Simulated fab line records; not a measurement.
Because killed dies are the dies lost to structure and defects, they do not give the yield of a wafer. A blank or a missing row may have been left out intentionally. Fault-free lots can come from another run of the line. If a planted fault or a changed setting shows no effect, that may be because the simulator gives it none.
fab line records	flow n5_finfet
[record] lots = 4	wafers = 12	last_day = 21
route steps=1938 shown BEOL_M4@1099 BEOL_M5@1112 BEOL_M14@1767 PASSIVATION@1936
lots that met no fault: taken from a fault-free run of the same line
start_h: hours from the record's opening day to when the first of the lot's shown wafers began	wait_h: hours since the lot's step before	" unchanged from the row above	L1.1+2: a single row standing in for several wafers	- value missing, or start not given	* or withheld: withheld	< > ~ a bound
route shown NAME@n: NAME is a module with steps in the file, n the number in the route of the first one	usual: mean/standard deviation taken from wafers without a fault	same: alike in all rows	chamber/n: place in a boat	sites: per-site readings	_std_site: standard deviation of those values	_edge_site: mean of outer sites minus mean of inner sites	radius_mm: how far each site lies from the wafer's centre	mask NAME#n: copy n	behind: the most recent tool/chamber to have shaped the wafer	hold: cause of the lot's hold/its duration in hours/its outcome	device: transistor that didn't switch, given as n, p or np	end of line: the same wafers' tests at the end of the route	for a step that has no rows: nothing shown but its recipe	killed: dies that structure and defects cost at the first sort, which is not the same as the wafer's yield	map: per-die view of a wafer (x killed, . not killed, _ where there is no die)
set.NAME: setting as actually run; set.NAME@STEP: the setting as run at that earlier step	model.NAME: the simulator's own value behind a step, which no gauge read
lots at some steps of the route; a table a step, a row a wafer
services: a tool's chamber out of use, with start hour (start_h, from the record's first day; less than 0 if before it), hours out, and reason
[[steps]]
[step N5_BEOL_M4_ANNEAL_95]
[recipe] temp_c = 400	time_s = 240	ambient = vacuum
[step N5_BEOL_M4_SPUTTER_96]
[recipe] material = Cu	target_thk_a = 45	temp_c = -20	chamber_pressure_pa = 0.07	power_w = withheld	time_s = 8.29
[step N5_BEOL_M4_ECD_50]
[recipe] material = Cu	target_thk_a = 3000
[step N5_BEOL_M4_ANNEAL_51]
[recipe] temp_c = 225	time_s = 90	ambient = N2
[step N5_BEOL_M4_CMP_52]
[recipe] stop_on = SiOC	t_overpolish_s = 6.8	down_force_psi = 1	platen_rpm = 50	clearing_platen_down_force_psi = 1.5	clearing_platen_rpm = 50	post_cmp_clean = cu_alkaline	target_thk_nm = 40	clearing_platen_pad_velocity_m_s = 0.99484	pad_velocity_m_s = 0.99484
[step N5_BEOL_M4_PRE_CLEAN_60]
[recipe] gas = NH3/H2	time_s = 15	temp_c = *	rf_power_w = 300
[step N5_BEOL_M4_CO_CAP_55]
[recipe] material = Co	target_thk_a = 20	temp_c = 200	precursor = CCTBA/H2	pressure_torr = 30	time_s = 102.1
[step N5_BEOL_M4_PRE_CLEAN_56]
[recipe] gas = NH3	time_s = 15	temp_c = withheld	rf_power_w = 300
[step N5_BEOL_M4_DEP_57]
[recipe] material = SiCN	target_thk_a = 80	temp_c = withheld	precursor = 3MS/NH3	pressure_torr = 3	rf_w = 202	time_s = 14
[step N5_BEOL_M4_RC_MEAS_101]
[usual] DIBL_N = 36.1/2.3	DIBL_P = 36/3.2	IOFF_N = 0.16/0.045	IOFF_P = 0.21/0.049	ION_N = 674/14	ION_P = 462/8.4	SS_N = 71.6/0.83	SS_P = 73.2/0.87	VT_N = 249/3.8	VT_P = -250/3.4
lot.wafer	tool	chamber	start_h	wait_h	DIBL_N[mV/V]	DIBL_P[mV/V]	IOFF_N[nA/um]	IOFF_P[nA/um]	ION_N[uA/um]	ION_P[uA/um]	SS_N[mV/dec]	SS_P[mV/dec]	VT_N[mV]	VT_P[mV]
L986.1	prober-02	0	286.55	0.0	33.5	32	0.11	0.14	664	453	70.6	72.3	254	-257
L986.2	"	0	"	"	39.3	38	0.19	0.22	673	456	73.2	73.2	249	-252
L986.5	"	0	"	"	37.1	37	0.16	0.20	669	461	71.9	73.6	250	-252
L988.2	prober-01	0	304.00	0.2	33.9	34	0.14	0.21	671	462	71.7	73.2	249	-247
L988.3	"	0	"	"	34.1	35	0.17	0.24	689	477	71.3	72.8	244	-246
L988.6	"	0	"	"	34.3	34	0.15	0.22	670	463	71.4	72.3	250	-248
L992.1	prober-02	0	347.66	0.0	37.6	39	0.17	0.29	661	465	71.7	74.3	250	-246
L992.3	"	0	"	"	35.5	33	0.13	0.18	664	458	71.2	72.5	253	-253
L992.4	"	0	"	"	34.3	30	0.10	0.13	633	437	71.1	72.3	259	-259
L999.3	prober-02	0	389.14	0.3	34.9	37	0.16	0.24	673	466	71.2	73.5	247	-246
L999.4	"	0	"	"	33.5	35	0.15	0.21	674	465	71.0	72.2	247	-249
L999.5	"	0	"	"	39.4	42	0.26	0.34	691	476	72.0	74.5	243	-242
[step N5_BEOL_M5_ILD_DEP_00]
[recipe] material = SiCOH_lowk	target_thk_a = 1406.4	temp_c = 300	precursor = DEMS/porogen	pressure_torr = 5	rf_w = 500	time_s = 25.9
[step N5_BEOL_M5_CURE_79]
[recipe] temp_c = 385	time_s = 240	ambient = He/Ar	material = SiCOH_lowk
[step N5_BEOL_M5_PECVD_70]
[recipe] material = SiO2	target_thk_a = 160	temp_c = 400	precursor = TEOS/O2	pressure_torr = 5.5	rf_w = 450	teos_flow_sccm = 53.8	gas = O2	flow_sccm = 3000	time_s = 18
[step N5_BEOL_M5_HM_DEP_02]
[recipe] material = TiN	target_thk_a = 200	temp_c = 25	chamber_pressure_pa = 0.49996
[step N5_BEOL_M5_COAT_59]
[recipe] resist = SOC	temp_c = 250	time_s = 60	spin_rpm = 1500	resist_thk_nm = 60
[step N5_BEOL_M5_COAT_60]
[recipe] resist = SiARC	temp_c = 220	time_s = 60	spin_rpm = 1500	resist_thk_nm = 12
[step N5_BEOL_M5_COAT_71]
[recipe] resist = underlayer	temp_c = 205	time_s = 60	spin_rpm = 1500	resist_thk_nm = 5
[step N5_BEOL_M5_COAT_05]
[recipe] resist = CAR-EUV	spin_rpm = 1500	resist_thk_nm = 30
[step N5_BEOL_M5_EBR_07]
[recipe] solvent = PGMEA	ebr_width_mm = 1.5
[step N5_BEOL_M5_SOFTBAKE_06]
[recipe] temp_c = 110	time_s = 60	resist = CAR-EUV
[step N5_BEOL_M5_EXPOSE_08]
[recipe] mask_id = M5	na = 0.33	source_shape = annular	sigma_inner = 0.4	sigma_outer = 0.8	polarization = unpolarized	target_cd_nm = 28	dose_mj = 35.75
[step N5_BEOL_M5_PEB_09]
[recipe] peb_temp_c = 100	peb_time_s = 60	resist = CAR-EUV
[step N5_BEOL_M5_DEVELOP_10]
[recipe] develop_time_s = 30	developer = TMAH	resist = CAR-EUV	rinse_liquid = surfactant_rinse	dry = air_spin	dev_temp_c = 23
[step N5_BEOL_M5_DESCUM_16]
[recipe] chemistry = O2	time_s = 7	source_power_w = 50	bias_power_w = 20	pressure_mtorr = 20	rf_frequency_hz = 2.712e+07	temp_c = 40	resist = CAR-EUV	o2_flow_sccm = 225
[step N5_BEOL_M5_ETCH_72]
[recipe] chemistry = N2/H2	target = underlayer	target_depth_a = 65	mask_material = CAR-EUV	time_s = 5.2	ion_energy_ev = 200	pressure_mtorr = 30	source_w = 840	bias_w = 150	n2_flow_sccm = 200	h2_flow_sccm = 200	ends = cleared
[step N5_BEOL_M5_ETCH_61]
[recipe] chemistry = CF4	target = SiARC	target_depth_a = 156	mask_material = CAR-EUV	time_s = 26	ion_energy_ev = 80	pressure_mtorr = 40	source_w = 545	bias_w = 36	Ar_flow_sccm = 100	cf4_flow_sccm = 100	ends = cleared
[step N5_BEOL_M5_ETCH_62]
[recipe] chemistry = N2/H2	target = SOC	target_depth_a = 750	overetch_a = 150	mask_material = SiARC	temp_c = 40	time_s = 112.5	ion_energy_ev = 200	pressure_mtorr = 30	source_w = 840	bias_w = 150	n2_flow_sccm = 200	h2_flow_sccm = 200
[step N5_BEOL_M5_STRIP_63]
[recipe] chemistry = N2/H2	temp_c = 40	n2_flow_sccm = 200	h2_flow_sccm = 200	rf_frequency_hz = 6e+07
[step N5_BEOL_M5_STRIP_73]
[recipe] chemistry = N2/H2	temp_c = 40	n2_flow_sccm = 200	h2_flow_sccm = 200	rf_frequency_hz = 6e+07
[step N5_BEOL_M5_STRIP_64]
[recipe] chemistry = CF4	resist = SiARC	power_w = 300	bias_power_w = 75	pressure_mtorr = 50	cf4_flow_sccm = 150	rf_frequency_hz = 6e+07
[step N5_BEOL_M5_HM_OPEN_17]
[recipe] chemistry = Cl2/BCl3	target_depth_a = 200	overetch_a = 60	target = TiN	mask_material = SOC	ion_energy_ev = 150	pressure_mtorr = 10	icp_w = 1000	bias_w = 126	Cl2_flow_sccm = 53.25	bcl3_flow_sccm = 21.75	Ar_flow_sccm = 25
[step N5_BEOL_M5_STRIP_19]
[recipe] chemistry = O2	power_w = 400	temp_c = 40	pressure_mtorr = 30	rf_frequency_hz = 6e+07	bias_power_w = 0	overash_fraction = 0.2	o2_flow_sccm = 225
[step N5_BEOL_M5_COAT_65]
[recipe] resist = SOC	temp_c = 250	time_s = 60	spin_rpm = 1500	resist_thk_nm = 60
[step N5_BEOL_M5_COAT_66]
[recipe] resist = SiARC	temp_c = 220	time_s = 60	spin_rpm = 1500	resist_thk_nm = 12
[step N5_BEOL_M14_CMP_49]
[recipe] stop_on = SiO2	t_overpolish_s = 5.2	down_force_psi = 2	platen_rpm = 80	clearing_platen_down_force_psi = 2	clearing_platen_rpm = 80	post_cmp_clean = cu_alkaline	target_thk_nm = 560	clearing_platen_pad_velocity_m_s = 1.5917	pad_velocity_m_s = 1.5917
[usual] barrier_field_endpoint_s = 11.4/0.31	motor_current_A = 8.3/0.6	overpolish_run_s = 5.200/0.0099	pad_life_wafers = 1139/700	retaining_ring_pressure_frac = 1.000/0.0053	time_to_endpoint_s = 121/5.5
lot.wafer	tool	chamber	start_h	wait_h	barrier_field_endpoint_s	motor_current_A	overpolish_run_s	pad_life_wafers	retaining_ring_pressure_frac	time_to_endpoint_s
L986.1	cmp-03	3	382.78	0.3	11.1	7.7	5.188	1026	0.992	116
L986.2	"	0	"	"	11.3	8.4	5.232	1027	0.993	119
L986.5	"	0	"	"	11.3	8.7	5.199	-	1.008	120
L988.3	cmp-03	2	412.70	0.2	22.7	8.5	3.261	1333	0.995	161
L988.2	"	3	"	"	11.4	7.6	5.184	1334	1.006	120
L988.6	"	2	"	"	11.3	9.6	5.206	-	0.994	121
L992.1	cmp-03	1	448.42	0.3	23.7	8.3	2.332	1633	1.004	158
L992.4	"	2	"	"	11.2	9.7	5.205	1634	1.002	117
L992.3	"	3	"	"	23.2	7.4	2.852	1635	1.001	156
L999.4	cmp-04	2	470.47	0.1	11.4	7.7	5.214	654	1.000	121
L999.3	"	0	"	"	11.1	7.9	5.203	656	1.002	116
L999.5	"	2	"	"	11.3	8.5	5.195	-	1.002	124
[step N5_BEOL_M14_THK_MEAS_50]
[recipe] thk_meas_gauge = xrf	reads = Cu_of_BEOL_M14_ECD_47
[usual] M14_THK = 563/22
lot.wafer	tool	chamber	start_h	wait_h	M14_THK[nm]
L986.1	film_metro-02	-	383.07	-	537
L986.2	"	-	"	"	547
L986.5	"	-	"	"	547
L988.2	film_metro-01	-	412.96	-	559
L988.3	"	-	"	"	1072
L988.6	"	-	"	"	523
L992.1	film_metro-01	-	448.68	-	1045
L992.3	"	-	"	"	1057
L992.4	"	-	"	"	577
L999.3	film_metro-02	-	470.76	-	529
L999.4	"	-	"	"	535
L999.5	"	-	"	"	563
[step N5_BEOL_M14_INSPECT_55]
[recipe] inspect_instrument = darkfield	mode = post_dep
[usual] raw_defect_count = 66/19
lot.wafer	tool	chamber	start_h	wait_h	raw_defect_count
L986.1	defect_inspect-01	-	383.23	0.0	58
L986.2	"	-	"	"	69
L986.5	"	-	"	"	54
L988.2	defect_inspect-02	-	413.14	0.0	72
L988.3	"	-	"	"	6470
L988.6	"	-	"	"	49
L992.1	defect_inspect-01	-	448.83	0.0	6353
L992.3	"	-	"	"	6456
L992.4	"	-	"	"	60
L999.3	defect_inspect-01	-	470.93	0.0	63
L999.4	"	-	"	"	37
L999.5	"	-	"	"	46
[step N5_PASSIVATION_PROBE_49]
[usual] defect_limited_yield = 90.9/1.6	killed_at_M0_to_M3 = 37/11	killed_at_M4_up = 15/5.6	killed_at_contacts = 13/6.4	killed_at_front_end = 39/11	killed_at_other = 4/3.1	killed_dies = 107/19	killed_on_rim = 14/4.3	killed_open = 71/14	killed_short = 34/7.8	sort_bin_5_function = 5.3/1	sort_bin_6_memory = 3.4/0.72	sort_bin_8_speed = 0.0/0.42	sort_n_pass = 1072/20	sort_yield_pct = 90.9/1.7
[same] gross_dies = 1180	killed_at_back_side = 0	sort_bin_4_leakage[%] = 0
lot.wafer	tool	chamber	start_h	wait_h	defect_limited_yield[%]	killed_at_M0_to_M3	killed_at_M4_up	killed_at_contacts	killed_at_front_end	killed_at_other	killed_dies	killed_on_rim	killed_open	killed_short	sort_bin_5_function[%]	sort_bin_6_memory[%]	sort_bin_8_speed[%]	sort_n_pass	sort_yield_pct[%]
L986.1	prober-01	-	406.22	0.0	90.1	38	8	12	56	3	117	12	85	30	6.3	3.5	0	1063	90.1
L986.2	prober-01	-	406.27	0.1	91.1	36	8	11	46	4	105	14	63	41	5.5	3.0	0	1075	91.1
L986.5	prober-01	-	406.42	0.2	88.7	47	14	9	49	14	133	16	95	36	6.4	4.4	0	1047	88.7
L988.2	prober-01	-	435.58	0.1	87.7	45	15	16	61	8	145	17	91	54	6.0	5.8	0	1035	87.7
L988.3	prober-01	-	435.63	0.1	0	49	1076	11	35	9	1180	152	74	38	5.7	3.6	0	0	0
L988.6	prober-01	-	435.78	0.3	89.4	58	13	4	48	2	125	14	89	33	6.1	3.8	0	1055	89.4
L992.1	prober-02	-	469.02	0.0	0	27	1095	8	50	0	1180	152	70	26	4.7	3.4	0	0	0
L992.3	prober-02	-	469.12	0.1	0	35	1083	6	48	8	1180	152	79	33	6.0	3.2	0	0	0
L992.4	prober-02	-	469.17	0.2	89.5	32	17	9	61	5	124	20	91	31	6.5	3.6	5.0	997	84.5
L999.3	prober-02	-	496.27	0.1	91.1	32	18	16	30	9	105	14	78	24	5.0	3.6	0	1075	91.1
L999.4	prober-02	-	496.32	0.2	92.3	28	10	8	43	2	91	18	61	29	4.4	3.0	0	1089	92.3
L999.5	prober-02	-	496.37	0.2	90.2	50	13	11	32	10	116	18	75	40	5.6	3.8	0	1064	90.2
// killed by level:class
L986.1 STI_FIN_REVEAL:geometric_particle:open=17 FIN_SAQP:geometric_particle:open=11 BEOL_M1:geometric_particle:open=10 BEOL_M3:geometric_particle:open=9 MOL_CONTACT_COAG:geometric_particle:open=8 BEOL_M2:geometric_particle:open=6 FIN_SAQP:geometric_particle:short=5 GATE_CUT:geometric_particle:short=5
L986.2 FIN_SAQP:geometric_particle:open=14 BEOL_M3:geometric_particle:open=9 MOL_CONTACT_COAG:geometric_particle:open=8 GATE_CUT:geometric_particle:short=6 BEOL_M0_SAQP:geometric_particle:open=6 STARTING-WAFER:geometric_particle:short=6 BEOL_M1:geometric_particle:open=5 BEOL_M4:geometric_particle:open=5
L986.5 STI_FIN_REVEAL:geometric_particle:open=16 FIN_SAQP:geometric_particle:open=15 BEOL_M3:geometric_particle:open=14 BEOL_M0_SAQP:geometric_particle:open=9 MOL_CONTACT_COAG:geometric_particle:open=8 BEOL_M0_SAQP:geometric_particle:short=6 BEOL_M0:geometric_particle:open=6 BEOL_M4:geometric_particle:open=6
L988.2 STI_FIN_REVEAL:geometric_particle:open=20 FIN_SAQP:geometric_particle:short=17 MOL_CONTACT_COAG:geometric_particle:open=13 FIN_SAQP:geometric_particle:open=8 BEOL_M3:geometric_particle:open=8 BEOL_M0_SAQP:geometric_particle:short=7 BEOL_M0_SAQP:geometric_particle:open=6 BEOL_M2:geometric_particle:open=6
L988.3 BEOL_M14:area_cmp=1065 BEOL_M2:geometric_particle:open=15 FIN_SAQP:geometric_particle:short=10 MOL_CONTACT_COAG:geometric_particle:open=9 BEOL_M0_SAQP:geometric_particle:open=9 BEOL_M3:geometric_particle:open=7 FIN_SAQP:geometric_particle:open=6 BEOL_M0_SAQP:geometric_particle:short=6
L988.6 STI_FIN_REVEAL:geometric_particle:open=16 BEOL_M3:geometric_particle:open=14 BEOL_M1:geometric_particle:open=13 BEOL_M2:geometric_particle:open=12 BEOL_M0_SAQP:geometric_particle:short=10 FIN_SAQP:geometric_particle:short=8 DUMMY_GATE:geometric_particle:open=6 BEOL_M4:geometric_particle:open=5
L992.1 BEOL_M14:area_cmp=1084 STI_FIN_REVEAL:geometric_particle:open=13 FIN_SAQP:geometric_particle:short=9 BEOL_M3:geometric_particle:open=9 BEOL_M4:geometric_particle:open=8 DUMMY_GATE:geometric_particle:open=7 MOL_CONTACT_COAG:geometric_particle:open=7 FIN_SAQP:geometric_particle:open=6
L992.3 BEOL_M14:area_cmp=1068 BEOL_M3:geometric_particle:open=14 STI_FIN_REVEAL:geometric_particle:open=12 FIN_SAQP:geometric_particle:open=9 FIN_SAQP:geometric_particle:short=8 BEOL_M4:geometric_particle:open=8 BEOL_M2:geometric_particle:open=6 BEOL_M1:geometric_particle:open=5
L992.4 STI_FIN_REVEAL:geometric_particle:open=18 BEOL_M4:geometric_particle:open=9 DUMMY_GATE:geometric_particle:open=9 BEOL_M1:geometric_particle:open=9 FIN_SAQP:geometric_particle:open=7 GATE_CUT:geometric_particle:open=6 MOL_CONTACT_COAG:geometric_particle:open=6 BEOL_M3:geometric_particle:open=5
L999.3 MOL_CONTACT_COAG:geometric_particle:open=13 BEOL_M0_SAQP:geometric_particle:open=9 BEOL_M0:geometric_particle:open=7 BEOL_M4:geometric_particle:open=6 MIM_TOP_ETCH:geometric_particle:open=6 BEOL_M3:geometric_particle:open=5 STI_FIN_REVEAL:geometric_particle:open=4 ILD0:geometric_particle:open=4
L999.4 STI_FIN_REVEAL:geometric_particle:open=8 BEOL_M0_SAQP:geometric_particle:open=7 FIN_SAQP:geometric_particle:short=6 MOL_CONTACT_COAG:geometric_particle:open=6 DUMMY_GATE:geometric_particle:open=5 GATE_CUT:geometric_particle:short=5 BEOL_M0_SAQP:geometric_particle:short=5 BEOL_M3:geometric_particle:open=5
L999.5 BEOL_M2:geometric_particle:open=12 STI_FIN_REVEAL:geometric_particle:open=11 BEOL_M0_SAQP:geometric_particle:short=11 BEOL_M0_SAQP:geometric_particle:open=10 MOL_CONTACT_COAG:geometric_particle:open=8 BEOL_M3:geometric_particle:open=8 FIN_SAQP:geometric_particle:open=6 FIN_SAQP:geometric_particle:short=5
// map L988.3 (x killed, . not)
_________________xxxxxxxxxxxx________________
______________xxxxxxxxxxxxxxxxxx_____________
___________xxxxxxxxxxxxxxxxxxxxxxxx__________
__________xxxxxxxxxxxxxxxxxxxxxxxxxx_________
________xxxxxxxxxxxxxxxxxxxxxxxxxxxxxx_______
_______xxxxxxxxxxxxxxxxxxxxxxxxxxxxxxxx______
______xxxxxxxxxxxxxxxxxxxxxxxxxxxxxxxxxx_____
_____xxxxxxxxxxxxxxxxxxxxxxxxxxxxxxxxxxxx____
____xxxxxxxxxxxxxxxxxxxxxxxxxxxxxxxxxxxxxx___
___xxxxxxxxxxxxxxxxxxxxxxxxxxxxxxxxxxxxxxxx__
___xxxxxxxxxxxxxxxxxxxxxxxxxxxxxxxxxxxxxxxx__
__xxxxxxxxxxxxxxxxxxxxxxxxxxxxxxxxxxxxxxxxxx_
__xxxxxxxxxxxxxxxxxxxxxxxxxxxxxxxxxxxxxxxxxx_
_xxxxxxxxxxxxxxxxxxxxxxxxxxxxxxxxxxxxxxxxxxxx
_xxxxxxxxxxxxxxxxxxxxxxxxxxxxxxxxxxxxxxxxxxxx
_xxxxxxxxxxxxxxxxxxxxxxxxxxxxxxxxxxxxxxxxxxxx
_xxxxxxxxxxxxxxxxxxxxxxxxxxxxxxxxxxxxxxxxxxxx
_xxxxxxxxxxxxxxxxxxxxxxxxxxxxxxxxxxxxxxxxxxxx
_xxxxxxxxxxxxxxxxxxxxxxxxxxxxxxxxxxxxxxxxxxxx
_xxxxxxxxxxxxxxxxxxxxxxxxxxxxxxxxxxxxxxxxxxxx
_xxxxxxxxxxxxxxxxxxxxxxxxxxxxxxxxxxxxxxxxxxxx
__xxxxxxxxxxxxxxxxxxxxxxxxxxxxxxxxxxxxxxxxxx_
__xxxxxxxxxxxxxxxxxxxxxxxxxxxxxxxxxxxxxxxxxx_
___xxxxxxxxxxxxxxxxxxxxxxxxxxxxxxxxxxxxxxxx__
___xxxxxxxxxxxxxxxxxxxxxxxxxxxxxxxxxxxxxxxx__
____xxxxxxxxxxxxxxxxxxxxxxxxxxxxxxxxxxxxxx___
_____xxxxxxxxxxxxxxxxxxxxxxxxxxxxxxxxxxxx____
______xxxxxxxxxxxxxxxxxxxxxxxxxxxxxxxxxx_____
_______xxxxxxxxxxxxxxxxxxxxxxxxxxxxxxxx______
________xxxxxxxxxxxxxxxxxxxxxxxxxxxxxx_______
__________xxxxxxxxxxxxxxxxxxxxxxxxxx_________
___________xxxxxxxxxxxxxxxxxxxxxxxx__________
______________xxxxxxxxxxxxxxxxxx_____________
_________________xxxxxxxxxxxx________________
// map L992.1 (x killed, . not)
_________________xxxxxxxxxxxx________________
______________xxxxxxxxxxxxxxxxxx_____________
___________xxxxxxxxxxxxxxxxxxxxxxxx__________
__________xxxxxxxxxxxxxxxxxxxxxxxxxx_________
________xxxxxxxxxxxxxxxxxxxxxxxxxxxxxx_______
_______xxxxxxxxxxxxxxxxxxxxxxxxxxxxxxxx______
______xxxxxxxxxxxxxxxxxxxxxxxxxxxxxxxxxx_____
_____xxxxxxxxxxxxxxxxxxxxxxxxxxxxxxxxxxxx____
____xxxxxxxxxxxxxxxxxxxxxxxxxxxxxxxxxxxxxx___
___xxxxxxxxxxxxxxxxxxxxxxxxxxxxxxxxxxxxxxxx__
___xxxxxxxxxxxxxxxxxxxxxxxxxxxxxxxxxxxxxxxx__
__xxxxxxxxxxxxxxxxxxxxxxxxxxxxxxxxxxxxxxxxxx_
__xxxxxxxxxxxxxxxxxxxxxxxxxxxxxxxxxxxxxxxxxx_
_xxxxxxxxxxxxxxxxxxxxxxxxxxxxxxxxxxxxxxxxxxxx
_xxxxxxxxxxxxxxxxxxxxxxxxxxxxxxxxxxxxxxxxxxxx
_xxxxxxxxxxxxxxxxxxxxxxxxxxxxxxxxxxxxxxxxxxxx
_xxxxxxxxxxxxxxxxxxxxxxxxxxxxxxxxxxxxxxxxxxxx
_xxxxxxxxxxxxxxxxxxxxxxxxxxxxxxxxxxxxxxxxxxxx
_xxxxxxxxxxxxxxxxxxxxxxxxxxxxxxxxxxxxxxxxxxxx
_xxxxxxxxxxxxxxxxxxxxxxxxxxxxxxxxxxxxxxxxxxxx
_xxxxxxxxxxxxxxxxxxxxxxxxxxxxxxxxxxxxxxxxxxxx
__xxxxxxxxxxxxxxxxxxxxxxxxxxxxxxxxxxxxxxxxxx_
__xxxxxxxxxxxxxxxxxxxxxxxxxxxxxxxxxxxxxxxxxx_
___xxxxxxxxxxxxxxxxxxxxxxxxxxxxxxxxxxxxxxxx__
___xxxxxxxxxxxxxxxxxxxxxxxxxxxxxxxxxxxxxxxx__
____xxxxxxxxxxxxxxxxxxxxxxxxxxxxxxxxxxxxxx___
_____xxxxxxxxxxxxxxxxxxxxxxxxxxxxxxxxxxxx____
______xxxxxxxxxxxxxxxxxxxxxxxxxxxxxxxxxx_____
_______xxxxxxxxxxxxxxxxxxxxxxxxxxxxxxxx______
________xxxxxxxxxxxxxxxxxxxxxxxxxxxxxx_______
__________xxxxxxxxxxxxxxxxxxxxxxxxxx_________
___________xxxxxxxxxxxxxxxxxxxxxxxx__________
______________xxxxxxxxxxxxxxxxxx_____________
_________________xxxxxxxxxxxx________________
[[services]]
tool	chamber	start_h	hours	kind
cmp-04	-	381.92	4.0	pm
cmp-04	-	385.92	-	consumable_replace:conditioner
cmp-04	-	385.92	-	consumable_replace:pad
cmp-04	-	396.87	3.4	repair
cmp-04	-	453.74	1.4	repair
[[key]]
[first_sign] step = N5_BEOL_M14_CMP_49	reading = overpolish_run_s	direction = down	sigmas = 99+	usual = 5.200	struck = 2.815
[effect] step = N5_BEOL_M14_CMP_49	reading = barrier_field_endpoint_s	direction = up	sigmas = 38	usual = 11.4	struck = 23.2
[effect] step = N5_BEOL_M14_THK_MEAS_50	reading = M14_THK	direction = up	sigmas = 23	usual = 563	struck = 1058
[effect] step = N5_BEOL_M14_INSPECT_55	reading = raw_defect_count	direction = up	sigmas = 99+	usual = 66	struck = 6426
[effect] step = N5_PASSIVATION_PROBE_49	reading = killed_at_M4_up	direction = up	sigmas = 99+	usual = 15	struck = 1085
[more_kills_born_at] N5_BEOL_M14_CMP_49@cmp-03 = 3217
met_at N5_BEOL_M14_CMP_49
struck_wafers L988.3,L992.1,L992.3
later_rows_left_out L988.3,L992.1,L992.3
onset_between 382.78 412.70
[fault] kind = process_parameter_drift	tool = cmp-03	chamber = -	onset_h = 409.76	steps = N5_BEOL_M14_CMP_49	channel = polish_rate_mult	offset = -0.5	shape = step	end_h = 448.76	scope = struck_wafers_only
// later_rows_left_out: the simulator's readings of these wafers behind a module that went badly wrong aren't trusted and aren't shown, but for the sort
